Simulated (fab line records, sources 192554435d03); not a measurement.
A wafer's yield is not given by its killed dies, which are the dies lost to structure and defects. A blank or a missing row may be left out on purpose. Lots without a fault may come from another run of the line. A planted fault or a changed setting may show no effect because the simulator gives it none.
fab line records    flow n5_finfet
record lots=7  wafers=21
route steps=1938 shown BEOL_M12@1637 BEOL_M13@1659 BEOL_M14@1722
start_h: start of the lot's first displayed wafer, in hours after the record's first day    wait_h: hours elapsed since this lot's preceding step    " same as the row above    L1.1+2: a row that stands for several wafers    - either no value or no given start    * or withheld: withheld    < > ~ a bound
route shown NAME@n: names a module that has steps shown in the file, with the first one's number in the route    usual: mean/standard deviation of fault-free wafers    same: alike in all rows    chamber/n: place in a boat    sites: readings site by site    _std_site: how widely they spread, as a standard deviation    _edge_site: mean of outer sites minus mean of inner sites    radius_mm: how far each site lies from the wafer's centre    mask NAME#n: copy n    behind: the last tool/chamber to shape the wafer    hold: why the lot was held/for how many hours/how that ended    device: the n, p or np transistor that did not switch    end of line: the same wafers' tests at the end of the route    a step without rows: its recipe alone    killed: the dies lost at the first sort to structure and to defects; this is not the yield of the wafer    map: shows each die of a wafer: x if killed, . if not, _ if none is there
set.NAME: the run value of the setting; set.NAME@STEP: its run value at that earlier step    model.NAME: the simulator's own value behind a step, which no gauge read
lots where settings were altered on purpose, with a table for each step and a row for each wafer
## steps
# step N5_BEOL_M12_ETCH_68
# recipe chemistry=N2/H2  target=SOC  mask_material=SiARC  source_w=3000  bias_w=350  temp_c=40  time_s=285  ion_energy_ev=200  pressure_mtorr=30  n2_flow_sccm=200  h2_flow_sccm=200
lot.wafer  tool         chamber  start_h  wait_h  set.time_s  model.SiARC_of_BEOL_M12_COAT_66.thk_nm
L075.1     rie_diel-05  3        236.04   0.1     285         85.4
L075.2     "            2        "        "       285         86.8
L075.5     "            2        "        "       285         86.6
L082.1     rie_diel-01  2        279.68   0.1     285         85.2
L082.2     "            0        "        "       285         86.2
L082.4     "            3        "        "       285         85.4
L087.3     rie_diel-04  1        310.25   0.1     261.3       88.2
L087.5     "            1        "        "       285         86.2
L087.6     "            2        "        "       285         86
L090.4     rie_diel-01  2        326.93   0.1     285         86.2
L090.5     "            3        "        "       285         85.8
L090.6     "            2        "        "       285         86.4
L091.3     rie_diel-05  1        327.21   0.1     344.1       80.6
L091.4     "            2        "        "       285         87.2
L091.5     "            0        "        "       344.1       80.4
L092.1     rie_diel-05  1        341.63   0.1     285         85.4
L092.4     "            0        "        "       285         85.2
L092.5     "            2        "        "       268.6       88
L097.3+5   rie_diel-05  3        374.37   0.1     285         85.2
L097.4     "            1        "        "       285         85.8
# step N5_BEOL_M12_TRENCH_ETCH_34
# recipe chemistry=C4F8/O2/Ar  target=SiOC  target_depth_a=3189.5  mask_material=SOC  pressure_mtorr=30  source_w=3000  bias_w=700  Ar_flow_sccm=400  C4F8_flow_sccm=15  O2_flow_sccm=8  he_inner_torr=15  he_outer_torr=30  time_s=125.5  ion_energy_ev=250
lot.wafer  tool         chamber  start_h  wait_h  set.time_s  model.etch.depth_nm
L075.1     rie_diel-05  3        236.23   0.0     125.5       326.8
L075.2     "            2        "        "       108.7       271.5
L075.5     "            2        "        "       108.7       268.6
L082.1     rie_diel-01  2        279.86   0.0     125.5       317.7
L082.2     "            0        "        "       125.5       310.6
L082.4     "            3        "        "       125.5       318.9
L087.3     rie_diel-04  1        310.43   0.0     146         372.2
L087.5     "            1        "        "       125.5       320.9
L087.6     "            2        "        "       146         373
L090.4     rie_diel-01  2        327.11   0.0     125.5       316.5
L090.5     "            3        "        "       143.5       367.6
L090.6     "            2        "        "       143.5       366.5
L091.3     rie_diel-05  1        327.40   0.0     125.5       319.8
L091.4     "            2        "        "       125.5       303.8
L091.5     "            0        "        "       141.6       361.2
L092.1     rie_diel-05  1        341.81   0.0     125.5       319.8
L092.4     "            0        "        "       125.5       325.1
L092.5     "            2        "        "       117.7       284.2
L097.3     rie_diel-05  3        374.55   0.0     110.2       287.9
L097.4     "            1        "        "       125.5       324.8
L097.5     "            3        "        "       125.5       327.9
# step N5_BEOL_M12_STRIP_70
# recipe chemistry=C4F8/O2/Ar  resist=SiARC  rf_frequency_hz=6e+07
# step N5_BEOL_M12_OCD_MEAS_35
# usual trench_depth_nm=320/6.2
lot.wafer  tool    chamber  start_h  wait_h  set.time_s@BEOL_M12_TRENCH_ETCH_34  trench_depth_nm
L075.1     ocd-02  -        236.38   0.0     125.5                               326
L075.2     "       -        "        "       108.7                               272
L075.5     "       -        "        "       108.7                               269
L082.1     ocd-01  -        280.01   0.0     125.5                               317
L082.2     "       -        "        "       125.5                               311
L082.4     "       -        "        "       125.5                               319
L087.3     ocd-01  -        310.59   0.0     146                                 372
L087.5     "       -        "        "       125.5                               321
L087.6     "       -        "        "       146                                 373
L090.4     ocd-02  -        327.27   0.0     125.5                               317
L090.5     "       -        "        "       143.5                               368
L090.6     "       -        "        "       143.5                               367
L091.3     ocd-01  -        327.55   0.0     125.5                               320
L091.4     "       -        "        "       125.5                               304
L091.5     "       -        "        "       141.6                               361
L092.1     ocd-02  -        341.96   0.0     125.5                               319
L092.4     "       -        "        "       125.5                               325
L092.5     "       -        "        "       117.7                               284
L097.3     ocd-01  -        374.71   0.0     110.2                               288
L097.4     "       -        "        "       125.5                               325
L097.5     "       -        "        "       125.5                               328
# step N5_BEOL_M12_STRIP_37
# recipe chemistry=N2/H2  power_w=1000  temp_c=250  h2_frac=0.65  overash_fraction=0.3  pressure_mtorr=withheld  n2_flow_sccm=1750  h2_flow_sccm=3250
# step N5_BEOL_M12_ETCH_38
# recipe chemistry=CF4/N2  target=SiCN  target_depth_a=687  taper_deg=2  time_s=73.4  ion_energy_ev=150  mask_material=SiO2  pressure_mtorr=40  source_w=430  bias_w=70  Ar_flow_sccm=100  cf4_flow_sccm=60  n2_flow_sccm=60
# step N5_BEOL_M12_ECD_47
# recipe material=Cu  target_thk_a=7200
# step N5_BEOL_M12_ANNEAL_48
# recipe temp_c=225  time_s=90  ambient=N2
# step N5_BEOL_M12_CMP_49
# recipe stop_on=SiOC  t_overpolish_s=20.6  down_force_psi=1  platen_rpm=50  clearing_platen_down_force_psi=1.5  clearing_platen_rpm=50  post_cmp_clean=cu_alkaline  target_thk_nm=320  clearing_platen_pad_velocity_m_s=0.99484  pad_velocity_m_s=0.99484
lot.wafer  tool    chamber  start_h  wait_h  set.time_s@BEOL_M12_TRENCH_ETCH_34  model.Cu_of_BEOL_M12_ECD_47.thk_nm
L075.2     cmp-02  2        238.52   0.2     108.7                               275.2
L075.1     "       3        "        "       125.5                               329.2
L075.5     "       3        "        "       108.7                               270.6
L082.2     cmp-03  2        283.47   0.2     125.5                               308.6
L082.1     "       0        "        "       125.5                               320.4
L082.4     "       1        "        "       125.5                               317.4
L087.3     cmp-04  1        314.69   0.4     146                                 374.2
L087.6     "       3        "        "       146                                 371.2
L087.5     "       0        "        "       125.5                               321.2
L090.4     cmp-03  2        331.94   0.1     125.5                               315.4
L090.6     "       2        "        "       143.5                               365.6
L090.5     "       3        "        "       143.5                               368.8
L091.3     cmp-03  3        332.59   0.2     125.5                               321.8
L091.4     "       0        "        "       125.5                               305
L091.5     "       2        "        "       141.6                               360
L092.1     cmp-03  0        345.12   0.3     125.5                               320.8
L092.4     "       2        "        "       125.5                               324
L092.5     "       1        "        "       117.7                               283.4
L097.4     cmp-04  2        379.38   0.1     125.5                               325.2
L097.3     "       1        "        "       110.2                               289.8
L097.5     "       2        "        "       125.5                               328.2
# step N5_BEOL_M12_THK_MEAS_50
# recipe thk_meas_gauge=xrf  reads=Cu_of_BEOL_M12_ECD_47
# usual M12_THK=329/7
lot.wafer  tool           chamber  start_h  wait_h  set.time_s@BEOL_M12_TRENCH_ETCH_34  M12_THK[nm]
L075.1     film_metro-01  -        238.82   -       125.5                               335
L075.2     "              -        "        "       108.7                               281
L075.5     "              -        "        "       108.7                               274
L082.1     film_metro-02  -        283.77   -       125.5                               329
L082.2     "              -        "        "       125.5                               316
L082.4     "              -        "        "       125.5                               325
L087.3     film_metro-02  -        314.91   -       146                                 387
L087.5     "              -        "        "       125.5                               331
L087.6     "              -        "        "       146                                 383
L090.4     film_metro-02  -        332.24   -       125.5                               323
L090.5     "              -        "        "       143.5                               378
L090.6     "              -        "        "       143.5                               374
L091.3     film_metro-02  -        332.81   -       125.5                               331
L091.4     "              -        "        "       125.5                               312
L091.5     "              -        "        "       141.6                               371
L092.1     film_metro-02  -        345.41   -       125.5                               327
L092.4     "              -        "        "       125.5                               331
L092.5     "              -        "        "       117.7                               289
L097.3     film_metro-02  -        379.67   -       110.2                               296
L097.4     "              -        "        "       125.5                               331
L097.5     "              -        "        "       125.5                               335
# step N5_BEOL_M12_PRE_CLEAN_52
# recipe gas=NH3  time_s=15  temp_c=withheld  rf_power_w=300
# step N5_BEOL_M12_DEP_53
# recipe material=SiCN  target_thk_a=300  temp_c=withheld  precursor=3MS/NH3  pressure_torr=3  rf_w=675  time_s=10.5
# step N5_BEOL_M12_RS_MEAS_54
# recipe thk_meas_gauge=four-point-probe  reads=Cu_of_BEOL_M12_ECD_47+Ta_of_BEOL_M12_SPUTTER_44+TaN_of_BEOL_M12_SPUTTER_43
# usual M12_RS=0.0599/0.0013
lot.wafer  tool           chamber  start_h  wait_h  set.time_s@BEOL_M12_TRENCH_ETCH_34  M12_RS[ohm/sq]
L075.1     film_metro-01  -        238.97   0.1     125.5                               0.0584
L075.2     "              -        "        "       108.7                               0.0704
L075.5     "              -        "        "       108.7                               0.0716
L082.1     film_metro-01  -        283.89   0.0     125.5                               0.0598
L082.2     "              -        "        "       125.5                               0.0623
L082.4     "              -        "        "       125.5                               0.0606
L087.3     film_metro-01  -        315.04   0.0     146                                 0.0510
L087.5     "              -        "        "       125.5                               0.0597
L087.6     "              -        "        "       146                                 0.0515
L090.4     film_metro-01  -        332.36   0.0     125.5                               0.0609
L090.5     "              -        "        "       143.5                               0.0517
L090.6     "              -        "        "       143.5                               0.0523
L091.3     film_metro-01  -        332.94   0.0     125.5                               0.0597
L091.4     "              -        "        "       125.5                               0.0631
L091.5     "              -        "        "       141.6                               0.0532
L092.1     film_metro-01  -        345.54   0.0     125.5                               0.0597
L092.4     "              -        "        "       125.5                               0.0593
L092.5     "              -        "        "       117.7                               0.0681
L097.3     film_metro-01  -        379.80   0.0     110.2                               0.0666
L097.4     "              -        "        "       125.5                               0.0589
L097.5     "              -        "        "       125.5                               0.0584
# step N5_BEOL_M13_ILD_DEP_00
# recipe material=SiOC  target_thk_a=8379.2  temp_c=350  precursor=DEMS/O2  pressure_torr=5  rf_w=500  time_s=166.4
lot.wafer  tool      chamber  start_h  wait_h  set.time_s  model.SiOC_of_BEOL_M13_ILD_DEP_00.thk_nm
L075.1     pecvd-03  2        239.03   0.0     166.4       836.8
L075.2     "         1        "        "       166.4       834.8
L075.5     "         2        "        "       166.4       853.4
L082.1     pecvd-04  0        283.96   0.0     166.4       822.4
L082.2     "         1        "        "       166.4       824.6
L082.4     "         1        "        "       166.4       842.4
L087.3     pecvd-03  2        315.10   0.0     166.4       841
L087.5     "         2        "        "       177.1       896.2
L087.6     "         1        "        "       177.1       903.8
L090.4     pecvd-03  1        332.48   0.1     166.4       839.4
L090.5     "         2        "        "       183.7       920.2
L090.6     "         0        "        "       166.4       823
L091.3     pecvd-03  2        333.00   0.0     166.4       828.8
L091.4     "         2        "        "       166.4       841.6
L091.5     "         0        "        "       166.4       837
L092.1     pecvd-02  0        345.60   0.0     166.4       839
L092.4     "         2        "        "       166.4       837.4
L092.5     "         1        "        "       166.4       853.2
L097.3     pecvd-02  1        379.86   0.0     166.4       847
L097.4     "         1        "        "       155.5       810.4
L097.5     "         0        "        "       166.4       854.8
# step N5_BEOL_M13_THK_MEAS_01
# recipe reads=SiOC_of_BEOL_M13_ILD_DEP_00
# usual M13_ILD_THK=838/11
lot.wafer  tool           chamber  start_h  wait_h  set.time_s@BEOL_M13_ILD_DEP_00  M13_ILD_THK[nm]
L075.1     film_metro-01  -        239.24   0.2     166.4                           836
L075.2     "              -        "        "       166.4                           834
L075.5     "              -        "        "       166.4                           853
L082.1     film_metro-01  -        284.11   0.1     166.4                           822
L082.2     "              -        "        "       166.4                           826
L082.4     "              -        "        "       166.4                           843
L087.3     film_metro-01  -        315.25   0.1     166.4                           841
L087.5     "              -        "        "       177.1                           896
L087.6     "              -        "        "       177.1                           904
L090.4     film_metro-02  -        332.58   0.0     166.4                           839
L090.5     "              -        "        "       183.7                           920
L090.6     "              -        "        "       166.4                           823
L091.3     film_metro-01  -        333.15   0.1     166.4                           829
L091.4     "              -        "        "       166.4                           841
L091.5     "              -        "        "       166.4                           836
L092.1     film_metro-02  -        345.75   0.1     166.4                           839
L092.4     "              -        "        "       166.4                           837
L092.5     "              -        "        "       166.4                           853
L097.3     film_metro-01  -        380.01   0.1     166.4                           847
L097.4     "              -        "        "       155.5                           811
L097.5     "              -        "        "       166.4                           854
# step N5_BEOL_M13_COAT_58
# recipe resist=BARC  temp_c=205  time_s=60  spin_rpm=1500  resist_thk_nm=89
lot.wafer  tool            chamber  start_h  wait_h  set.spin_rpm  model.BARC_of_BEOL_M13_COAT_58.thk_nm
L075.1+2   litho_track-02  0        239.27   0.0     1500          89
L075.5     "               0        "        "       1500          89.2
L082.1+4   litho_track-01  0        284.14   0.0     1500          88.8
L082.2     "               0        "        "       1500          88.6
L087.3     litho_track-02  0        315.28   0.0     1500          90
L087.5     "               0        "        "       1500          89.8
L087.6     "               0        "        "       1659          85.6
L090.4     litho_track-05  0        332.61   0.0     1341          94
L090.5     "               0        "        "       1500          89.2
L090.6     "               0        "        "       1341          94.2
L091.3     litho_track-01  0        333.19   0.0     1556          87
L091.4     "               0        "        "       1500          89
L091.5     "               0        "        "       1500          88.6
L092.1+5   litho_track-02  0        345.78   0.0     1576          87.2
L092.4     "               0        "        "       1500          89.2
L097.3     litho_track-01  0        380.05   0.0     1438          91.2
L097.4     "               0        "        "       1500          89
L097.5     "               0        "        "       1500          89.4
# step N5_BEOL_M13_COAT_04
# recipe spin_rpm=1625  resist_thk_nm=400
# step N5_BEOL_M13_EBR_06
# recipe solvent=PGMEA  ebr_width_mm=1.5
# step N5_BEOL_M13_DESCUM_15
# recipe chemistry=O2  time_s=7.9  source_power_w=50  bias_power_w=20  pressure_mtorr=20  rf_frequency_hz=2.712e+07  temp_c=40  o2_flow_sccm=225
# step N5_BEOL_M13_ETCH_59
# recipe chemistry=N2/H2  target=BARC  target_depth_a=890  overetch_a=267  time_s=67.9  ion_energy_ev=200  pressure_mtorr=30  source_w=840  bias_w=150  n2_flow_sccm=200  h2_flow_sccm=200
lot.wafer  tool         chamber  start_h  wait_h  set.spin_rpm@BEOL_M13_COAT_58  model.etch.depth_nm
L075.1     rie_diel-02  0        239.67   0.0     1500                           89.05
L075.2     "            1        "        "       1500                           89
L075.5     "            3        "        "       1500                           89.22
L082.1     rie_diel-06  0        284.66   0.0     1500                           88.74
L082.2     "            3        "        "       1500                           88.63
L082.4     "            1        "        "       1500                           88.85
L087.3     rie_diel-02  3        315.81   0.0     1500                           89.93
L087.5     "            0        "        "       1500                           89.88
L087.6     "            3        "        "       1659                           85.51
L090.4     rie_diel-03  0        333.13   0.0     1341                           93.92
L090.5     "            0        "        "       1500                           89.21
L090.6     "            3        "        "       1341                           94.13
L091.3     rie_diel-06  2        333.79   0.0     1556                           86.96
L091.4     "            0        "        "       1500                           88.9
L091.5     "            3        "        "       1500                           88.62
L092.1     rie_diel-06  0        346.18   0.0     1576                           87.11
L092.4     "            2        "        "       1500                           89.24
L092.5     "            3        "        "       1576                           87.19
L097.3     rie_diel-06  3        380.56   0.0     1438                           91.2
L097.4     "            2        "        "       1500                           89.08
L097.5     "            2        "        "       1500                           89.35
# step N5_BEOL_M13_VIA_ETCH_16
# recipe chemistry=C4F8/O2/Ar  target=SiOC  pressure_mtorr=30  source_w=3000  bias_w=700  Ar_flow_sccm=400  C4F8_flow_sccm=15  O2_flow_sccm=8  he_inner_torr=15  he_outer_torr=30  target_depth_a=9217  time_s=withheld  ion_energy_ev=250  ends=cleared
lot.wafer  tool         chamber  start_h  wait_h  set.time_s@BEOL_M13_ILD_DEP_00  model.etch.depth_nm  model.coat_of_BEOL_M13_COAT_04.thk_nm
L075.1     rie_diel-02  0        239.72   0.0     *                               836.8                73.4
L075.2     "            1        "        "       *                               834.8                74.4
L075.5     "            3        "        "       *                               853.4                70.4
L082.1     rie_diel-06  0        284.71   0.0     *                               822.4                76.8
L082.2     "            3        "        "       *                               824.6                74
L082.4     "            1        "        "       *                               842.4                66.4
L087.3     rie_diel-02  3        315.86   0.0     *                               841                  73.6
L087.5     "            0        "        "       *                               896.2                54.6
L087.6     "            3        "        "       *                               903.7                56
L090.4     rie_diel-03  0        333.18   0.0     *                               839.4                72.6
L090.5     "            0        "        "       *                               920.3                50.2
L090.6     "            3        "        "       *                               823                  76.4
L091.3     rie_diel-06  2        333.84   0.0     *                               828.9                73.6
L091.4     "            0        "        "       *                               841.6                68.2
L091.5     "            3        "        "       *                               837                  69.8
L092.1     rie_diel-06  0        346.23   0.0     *                               839                  70.6
L092.4     "            2        "        "       *                               837.3                74.4
L092.5     "            3        "        "       *                               853.2                66
L097.3     rie_diel-06  3        380.62   0.0     *                               846.9                66.6
L097.4     "            2        "        "       *                               810.4                82.2
L097.5     "            2        "        "       *                               854.8                67.8
# step N5_BEOL_M13_STRIP_63
# recipe chemistry=N2/H2  power_w=1000  temp_c=250  h2_frac=0.65  overash_fraction=0.3  pressure_mtorr=1000  n2_flow_sccm=1750  h2_flow_sccm=3250
# usual strip_time_to_endpoint_s=28.1/1.1
lot.wafer  tool             chamber  start_h  wait_h  set.time_s@BEOL_M13_ILD_DEP_00  strip_time_to_endpoint_s
L075.1     plasma_asher-02  1        239.96   -       166.4                           28.7
L075.2     "                0        "        "       166.4                           29.0
L075.5     "                0        "        "       166.4                           27.8
L082.1     plasma_asher-01  1        284.95   -       166.4                           29.7
L082.2     "                0        "        "       166.4                           28.9
L082.4     "                1        "        "       166.4                           26.6
L087.3     plasma_asher-01  0        316.12   -       166.4                           28.7
L087.5     "                1        "        "       177.1                           23.0
L087.6     "                0        "        "       177.1                           23.5
L090.4     plasma_asher-01  0        333.43   -       166.4                           28.4
L090.5     "                0        "        "       183.7                           21.7
L090.6     "                1        "        "       166.4                           29.5
L091.3     plasma_asher-02  0        334.10   -       166.4                           28.7
L091.4     "                1        "        "       166.4                           27.1
L091.5     "                1        "        "       166.4                           27.6
L092.1     plasma_asher-01  1        346.46   -       166.4                           27.8
L092.4     "                1        "        "       166.4                           29.0
L092.5     "                1        "        "       166.4                           26.5
L097.3     plasma_asher-01  1        380.87   -       166.4                           26.7
L097.4     "                0        "        "       155.5                           31.2
L097.5     "                0        "        "       166.4                           27.0
# step N5_BEOL_M13_STRIP_64
# recipe chemistry=N2/H2  power_w=1000  temp_c=250  h2_frac=0.65  overash_fraction=0.3  pressure_mtorr=withheld  n2_flow_sccm=1750  h2_flow_sccm=3250
# usual strip_time_to_endpoint_s=31.32/0.1
lot.wafer  tool             chamber  start_h  wait_h  set.spin_rpm@BEOL_M13_COAT_58  strip_time_to_endpoint_s
L075.1     plasma_asher-02  1        240.02   0.0     1500                           31.32
L075.2     "                0        "        "       1500                           31.31
L075.5     "                0        "        "       1500                           31.39
L082.1     plasma_asher-01  1        285.01   0.0     1500                           31.24
L082.2     "                0        "        "       1500                           31.20
L082.4     "                1        "        "       1500                           31.27
L087.3     plasma_asher-01  0        316.18   0.0     1500                           31.58
L087.5     "                1        "        "       1500                           31.57
L087.6     "                0        "        "       1659                           30.30
L090.4     plasma_asher-01  0        333.49   0.0     1341                           32.72
L090.5     "                0        "        "       1500                           31.37
L090.6     "                1        "        "       1341                           32.79
L091.3     plasma_asher-02  0        334.16   0.0     1556                           30.72
L091.4     "                1        "        "       1500                           31.28
L091.5     "                1        "        "       1500                           31.20
L092.1     plasma_asher-01  1        346.52   0.0     1576                           30.77
L092.4     "                1        "        "       1500                           31.38
L092.5     "                1        "        "       1576                           30.79
L097.3     plasma_asher-01  1        380.93   0.0     1438                           31.95
L097.4     "                0        "        "       1500                           31.34
L097.5     "                0        "        "       1500                           31.41
# step N5_BEOL_M14_EXPOSE_07
# recipe mask_id=V13  na=0.8  source_shape=annular  sigma_inner=0.5  sigma_outer=0.8  polarization=unpolarized  attpsm_phase_deg=180  dose_mj=57
lot.wafer   tool            chamber  start_h  wait_h  mask   set.dose_mj
L075.1+2+5  krf_scanner-02  0        245.47   -       V13#0  57
L082.1+2+4  krf_scanner-02  0        289.67   -       V13#0  57
L087.3      krf_scanner-01  0        319.59   -       V13#0  57
L087.5+6    "               0        "        "       V13#0  53.32
L090.4+6    krf_scanner-01  0        337.56   -       V13#0  57
L090.5      "               0        "        "       V13#0  60.93
L091.3+4    krf_scanner-01  0        338.80   -       V13#0  57
L091.5      "               0        "        "       V13#0  54.57
L092.1      krf_scanner-01  0        350.80   -       V13#0  57
L092.4+5    "               0        "        "       V13#0  55.64
L097.3+4    krf_scanner-02  0        384.82   -       V13#0  57
L097.5      "               0        "        "       V13#0  54.57
# step N5_BEOL_M14_PEB_08
# recipe peb_temp_c=130  peb_time_s=90
# step N5_BEOL_M14_DEVELOP_09
# recipe develop_time_s=45  rinse_liquid=diw  dry=air_spin  dev_temp_c=21
# step N5_BEOL_M14_HARDBAKE_14
# recipe temp_c=130  time_s=120
# step N5_BEOL_M14_CD_MEAS_10
# recipe target_cd_nm=250  landing_energy_ev=500  detector=se_inlens  polarity=opening
# usual cd_nm=250.5/2.1
lot.wafer  tool       chamber  start_h  wait_h  set.dose_mj@BEOL_M14_EXPOSE_07  cd_nm
L075.1     cd_sem-02  0        245.64   -       57                              251.9
L075.2     "          0        "        "       57                              250.5
L075.5     "          0        "        "       57                              248.1
L082.1     cd_sem-01  0        289.84   -       57                              251.6
L082.2     "          0        "        "       57                              251.5
L082.4     "          0        "        "       57                              250.7
L087.3     cd_sem-03  0        319.76   -       57                              248.5
L087.5     "          0        "        "       53.32                           240.6
L087.6     "          0        "        "       53.32                           244.7
L090.4     cd_sem-02  0        337.73   -       57                              249.6
L090.5     "          0        "        "       60.93                           263.3
L090.6     "          0        "        "       57                              254.3
L091.3     cd_sem-03  0        338.97   -       57                              250.6
L091.4     "          0        "        "       57                              251.5
L091.5     "          0        "        "       54.57                           246.8
L092.1     cd_sem-02  0        350.97   -       57                              248.0
L092.4     "          0        "        "       55.64                           246.9
L092.5     "          0        "        "       55.64                           245.0
L097.3     cd_sem-03  0        384.99   -       57                              252.4
L097.4     "          0        "        "       57                              249.2
L097.5     "          0        "        "       54.57                           244.8
## key
split step=N5_BEOL_M12_ETCH_68  setting=time_s  stated=285  by=wafer
response step=N5_BEOL_M12_ETCH_68  reading=model.SiARC_of_BEOL_M12_COAT_66.thk_nm  change=-0.323  per=1%  r=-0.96
split step=N5_BEOL_M12_TRENCH_ETCH_34  setting=time_s  stated=125.5  by=wafer
response step=N5_BEOL_M12_TRENCH_ETCH_34  reading=model.etch.depth_nm  change=+3.66  per=1%  r=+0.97
response step=N5_BEOL_M12_OCD_MEAS_35  reading=trench_depth_nm  change=+3.64  per=1%  r=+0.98
response step=N5_BEOL_M12_CMP_49  reading=model.Cu_of_BEOL_M12_ECD_47.thk_nm  change=+3.62  per=1%  r=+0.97
response step=N5_BEOL_M12_THK_MEAS_50  reading=M12_THK  change=+3.74  per=1%  r=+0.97
response step=N5_BEOL_M12_RS_MEAS_54  reading=M12_RS  change=-0.00069  per=1%  r=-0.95
split step=N5_BEOL_M13_ILD_DEP_00  setting=time_s  stated=166.4  by=wafer
response step=N5_BEOL_M13_ILD_DEP_00  reading=model.SiOC_of_BEOL_M13_ILD_DEP_00.thk_nm  change=+8.16  per=1%  r=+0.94
response step=N5_BEOL_M13_THK_MEAS_01  reading=M13_ILD_THK  change=+8.11  per=1%  r=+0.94
response step=N5_BEOL_M13_VIA_ETCH_16  reading=model.etch.depth_nm  change=+8.16  per=1%  r=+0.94
response step=N5_BEOL_M13_VIA_ETCH_16  reading=model.coat_of_BEOL_M13_COAT_04.thk_nm  change=-2.44  per=1%  r=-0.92
response step=N5_BEOL_M13_STRIP_63  reading=strip_time_to_endpoint_s  change=*  per=1%  r=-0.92
split step=N5_BEOL_M13_COAT_58  setting=spin_rpm  stated=1500  by=wafer
response step=N5_BEOL_M13_COAT_58  reading=model.BARC_of_BEOL_M13_COAT_58.thk_nm  change=-0.436  per=1%  r=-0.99
response step=N5_BEOL_M13_ETCH_59  reading=model.etch.depth_nm  change=-0.438  per=1%  r=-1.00
response step=N5_BEOL_M13_STRIP_64  reading=strip_time_to_endpoint_s  change=*  per=1%  r=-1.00
split step=N5_BEOL_M14_EXPOSE_07  setting=dose_mj  stated=57  by=wafer
response step=N5_BEOL_M14_CD_MEAS_10  reading=cd_nm  change=+1.26  per=1%  r=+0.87
